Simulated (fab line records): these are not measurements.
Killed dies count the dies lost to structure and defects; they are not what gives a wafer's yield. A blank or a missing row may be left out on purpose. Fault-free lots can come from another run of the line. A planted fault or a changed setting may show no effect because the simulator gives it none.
Chamber matching ; flow nand harc ; NHARC_A_STAIRCASE_TRIM_196 on rie diel-13 has 4 sister chambers
The step chemistry O2, time 211.2 s. 4 wafers are shown with their chamber, then 11 later ones without.

== EACH WAFER AND ITS CHAMBER ==
wafer;chamber;drypump motor current A (A)
L086.5;3;5.9
L088.1;1;5.9
L088.6;2;5.5
L093.1;0;5.3

== WAFERS WITHOUT THEIR CHAMBER ==
wafer;drypump motor current A (A)
L093.5;5.9
L093.6;5.3
L092.1;6.0
L092.2;5.3
L092.5;5.9
L094.1;5.9
L094.2;5.5
L094.5;5.9
L095.2;5.9
L095.4;5.2
L095.5;5.5

== WHICH CHAMBER EACH WENT THROUGH ==
wafer;from the rows above;in truth
L093.5;can't be placed: 1 or 3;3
L093.6;0;0
L092.1;can't be placed: 1 or 3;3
L092.2;0;0
L092.5;can't be placed: 1 or 3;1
L094.1;can't be placed: 1 or 3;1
L094.2;2;2
L094.5;can't be placed: 1 or 3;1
L095.2;can't be placed: 1 or 3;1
L095.4;0;0
L095.5;2;2
Placed correctly: 5 of 11. Not placeable from these rows: 6 (in 6, the candidates include the true chamber). Wrongly placed: 0.
How it was worked out, from the rows above alone: a wafer's distance from a chamber is the root of the sum, over the readings, of the square of ((its reading less the chamber's mean) divided by the reading's scatter). If the next closest chamber is less than 2 further off than the closest, the wafer can't be placed; otherwise it belongs to the closest. Each chamber's mean is taken over the wafers shown for it. The scatter: root of mean squared gap, hidden wafer to nearest shown wafer, with one shown wafer a chamber.
